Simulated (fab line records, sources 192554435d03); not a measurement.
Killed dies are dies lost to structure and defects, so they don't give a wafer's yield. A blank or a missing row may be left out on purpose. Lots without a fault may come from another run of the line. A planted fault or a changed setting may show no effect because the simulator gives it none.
Chamber matching | flow n5_finfet | N5_BEOL_M11_STRIP_36 on rie_diel-01: 3 sister chambers
The step strips in N2/H2. 16 wafers are shown with their chamber, then 6 later ones without.

WAFERS WITH THEIR CHAMBER
wafer  | chamber | showerhead_plenum_p_Torr (Torr) | oes_product_au (a.u.) | throttle_valve_pct (%)
L075.1 | 3       | 2.45                            | 0.74                  | 23.63
L075.4 | 0       | 2.56                            | 0.81                  | 23.76
L075.5 | 3       | 2.45                            | 0.74                  | 23.66
L079.3 | 2       | 2.51                            | 0.71                  | 23.91
L079.4 | 3       | 2.44                            | 0.76                  | 23.62
L079.6 | 2       | 2.51                            | 0.71                  | 23.91
L084.1 | 0       | 2.56                            | 0.78                  | 23.74
L084.2 | 3       | 2.44                            | 0.73                  | 23.62
L084.5 | 3       | 2.44                            | 0.72                  | 23.64
L085.1 | 0       | 2.55                            | 0.78                  | 23.75
L085.2 | 2       | 2.50                            | 0.99                  | 23.57
L085.6 | 0       | 2.55                            | 0.78                  | 23.74
L083.1 | 2       | 2.50                            | 0.99                  | 23.58
L083.3 | 0       | 2.55                            | 0.78                  | 23.72
L083.5 | 0       | 2.55                            | 0.79                  | 23.76
L089.1 | 3       | 2.43                            | 0.71                  | 23.69

SIGNATURES (means of the wafers above)
reading                  | chamber 0 | chamber 2 | chamber 3 | scatter within a chamber
showerhead_plenum_p_Torr | 2.5533    | 2.5050    | 2.4417    | 0.0063
oes_product_au           | 0.7867    | 0.8500    | 0.7333    | 0.0788
throttle_valve_pct       | 23.7450   | 23.7425   | 23.6433   | 0.0949
Rule: a wafer's distance from a chamber is the root of the sum, over the readings, of the square of ((its reading less the chamber's mean) divided by the reading's scatter). The wafer belongs to the nearest chamber; if the next one is less than 2 further off, it can't be placed. The scatter: the root of (the sum of the squares of (reading less its chamber's mean) over the shown wafers, divided by (wafers less chambers)).

WAFERS WITHOUT THEIR CHAMBER
wafer  | showerhead_plenum_p_Torr (Torr) | oes_product_au (a.u.) | throttle_valve_pct (%)
L089.2 | 2.55                            | 0.79                  | 23.73
L089.5 | 2.43                            | 0.74                  | 23.68
L094.1 | 2.55                            | 0.77                  | 23.78
L094.2 | 2.43                            | 0.72                  | 23.72
L096.2 | 2.43                            | 0.70                  | 23.70
L096.3 | 2.54                            | 0.77                  | 23.80

WHICH CHAMBER EACH WENT THROUGH
wafer  | from the rows above | in truth
L089.2 | 0                   | 0
L089.5 | 3                   | 3
L094.1 | 0                   | 0
L094.2 | 3                   | 3
L096.2 | 3                   | 3
L096.3 | 0                   | 0
Placed correctly: 6 of 6. Can't be placed from these rows: 0. Placed wrongly: 0.
